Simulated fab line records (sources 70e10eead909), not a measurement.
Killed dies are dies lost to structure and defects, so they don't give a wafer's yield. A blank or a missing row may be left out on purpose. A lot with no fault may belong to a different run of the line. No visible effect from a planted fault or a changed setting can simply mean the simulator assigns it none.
2 desks looking at one fault || flow nand_harc || what lay behind the numbers comes last; until then each desk has only its own

## AT THE METROLOGY DESK
Lot by lot, what the gauges showed, no matter which tool ran the lot: averages of those sampled wafers that carry a number. If a lot's mean is further than 4 standard deviations from the usual mean, the lot is out of limits and carries the mark OUT (the distance appears in the brackets).
Columns: A = cd_nm at NHARC_P_BONDPAD_CD_MEAS_09, usual 500.2 nm; B = overlay_x_nm at NHARC_P_BONDPAD_OVL_MEAS_38, usual 1 nm; C = overlay_y_nm at NHARC_P_BONDPAD_OVL_MEAS_38, usual -1 nm; D = cd_nm at NHARC_P_BONDPAD_CD_MEAS_13, usual 499.5 nm; E = thk_nm at NHARC_P_BONDPAD_THK_MEAS_20, usual 161.3 nm
{"lot": "L454", "first seen here": "day 6 21:57", "A": 503.7, "B": -8, "C": -10, "D": 503.3, "E": 162.5}
{"lot": "L460", "first seen here": "day 9 11:41", "A": 499.7, "B": 1, "C": -6, "D": 499.4, "E": 159.3}
{"lot": "L461", "first seen here": "day 9 21:34", "A": 501.3, "B": -7, "C": -14, "D": 501.2, "E": 161.3}
{"lot": "L466", "first seen here": "day 11 18:59", "A": 501.2, "B": 4, "C": 13, "D": 499.9, "E": 162.5}
{"lot": "L468", "first seen here": "day 12 18:38", "A": 498.8, "B": 10, "C": 2, "D": 497.1, "E": 162.4}
{"lot": "L472", "first seen here": "day 14 17:22", "A": 501.9, "B": 6, "C": 1, "D": 501.2, "E": 161.8}
Finding of this desk: none of the 6 lots has anything out of limits.

## AT THE TOOL OWNER'S DESK: rie_diel-02
The tool's own readings at NHARC_P_BONDPAD_ETCH_37 (etches the open film in N2/H2, target depth 60 nm, overetch 18 nm, time 65.91 s): means of the sampled wafers that have a number, for each lot that ran on this tool. If a lot's mean is further than 4 standard deviations from the usual mean, the lot is out of limits and carries the mark OUT (the distance appears in the brackets).
Columns: A = drypump_motor_current_A at NHARC_P_BONDPAD_ETCH_37, usual 5.77 A; B = h2_flow_sccm at NHARC_P_BONDPAD_ETCH_37, usual 150.0 sccm; C = oes_product_au at NHARC_P_BONDPAD_ETCH_37, usual 1.001 a.u.; D = rf_vpp_V at NHARC_P_BONDPAD_ETCH_37, usual 430.7 V; E = showerhead_plenum_p_Torr at NHARC_P_BONDPAD_ETCH_37, usual 2.04 Torr; F = throttle_valve_pct at NHARC_P_BONDPAD_ETCH_37, usual 14.170 %
{"lot": "L460", "first seen here": "day 9 12:00", "A": 5.53, "B": 150.0, "C": 1.007, "D": 431.6, "E": 2.08, "F": 14.163}
{"lot": "L466", "first seen here": "day 11 19:16", "A": 5.60, "B": 150.0, "C": 1.001, "D": 431.8, "E": 2.09, "F": 14.165}
{"lot": "L468", "first seen here": "day 12 18:56", "A": 5.71, "B": 150.3, "C": 1.006, "D": 431.3, "E": 2.05, "F": 14.167}
Finding of this desk: none of the 3 lots has anything out of limits.

## ALL TOGETHER
From the metrology desk's view, nothing was out of limits.
The tool owner's desk saw nothing out of limits.

## WHAT THE SIMULATOR HAD PUT IN
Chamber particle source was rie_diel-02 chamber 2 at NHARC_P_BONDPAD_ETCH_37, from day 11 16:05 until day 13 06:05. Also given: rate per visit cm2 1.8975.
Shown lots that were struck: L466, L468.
